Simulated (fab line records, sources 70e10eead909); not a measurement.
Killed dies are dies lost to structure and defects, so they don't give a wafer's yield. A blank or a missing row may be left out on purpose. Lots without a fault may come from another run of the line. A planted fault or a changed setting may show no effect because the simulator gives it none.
Tool commonality check | flow nand_harc | 1 lot, 3 wafers sampled

WHY IT WAS OPENED
At NHARC_END_SORT_01 the reading killed_at_periphery is flagged on 1 of 1 lot. Wafers without a fault read 3.6, standard deviation 2.7.
Rule: a lot is flagged when every wafer of it that has a number lies more than 4 standard deviations from that mean, or none has a number. The other lots count as sound.

lot  | measured     | on        | killed_at_periphery, wafer by wafer | flag
L421 | day 30 09:40 | prober-02 | 574 567 585                         | FLAGGED
The numbers of the flagged lots are 575.3 on average: +571.7 against the usual, or +99 or more standard deviations.

WHICH TOOL RAN EACH LOT
The record holds 3 process steps before the reading, out of a route of 1302 steps. In each cell: the tool, then ch and the chambers that the sampled wafers went through, then the start.
lot  | flag    | NHARC_P_ZERO_WELL_ETCH_63     | NHARC_P_ZERO_WELL_EXPOSE_21      | NHARC_P_STI_ETCH_31
L421 | FLAGGED | rie_si-03 ch 1,2, day 8 04:05 | krf_scanner-03 ch 0, day 8 04:51 | no row
What these steps do:
- NHARC_P_ZERO_WELL_ETCH_63: etches the open film in HBr/Cl2, target depth 120 nm, time 40.1 s.
- NHARC_P_ZERO_WELL_EXPOSE_21: exposes mask P NWELL, target cd 720 nm.
- NHARC_P_STI_ETCH_31: etches the open film in CF4/CHF3, target depth 108.9 nm, time 54.5 s.
- NHARC_END_SORT_01

FLAGGED OVER TOTAL, TOOL BY TOOL (the gauges that took the reading come last)
step                        | tool           | lots run | flagged | share of the flagged lots | sound lots run after its first flagged lot
NHARC_P_ZERO_WELL_ETCH_63   | rie_si-03      | 1        | 1       | all                       | 0
NHARC_P_ZERO_WELL_EXPOSE_21 | krf_scanner-03 | 1        | 1       | all                       | 0
NHARC_END_SORT_01           | prober-02      | 1        | 1       | all                       | 0

WHAT THE TABLE ALLOWS
3 rows of the table ran every flagged lot: rie_si-03 at NHARC_P_ZERO_WELL_ETCH_63, krf_scanner-03 at NHARC_P_ZERO_WELL_EXPOSE_21, prober-02 at NHARC_END_SORT_01.
- rie_si-03 at NHARC_P_ZERO_WELL_ETCH_63: 1 of its 1 lot flagged. It ran no sound lot before its first flagged lot in this sample, so the start can't be narrowed down.
- krf_scanner-03 at NHARC_P_ZERO_WELL_EXPOSE_21: 1 of its 1 lot flagged. It ran no sound lot before its first flagged lot in this sample, so the start can't be narrowed down.
- prober-02 at NHARC_END_SORT_01: 1 of its 1 lot flagged. It ran no sound lot before its first flagged lot in this sample, so the start can't be narrowed down.
Counting lots can't tell these 3 tools apart, because each fits a fault that began at some hour. More lots, or a look at what each step does to the wafer, might.

WHAT THE SIMULATOR HAD PUT IN
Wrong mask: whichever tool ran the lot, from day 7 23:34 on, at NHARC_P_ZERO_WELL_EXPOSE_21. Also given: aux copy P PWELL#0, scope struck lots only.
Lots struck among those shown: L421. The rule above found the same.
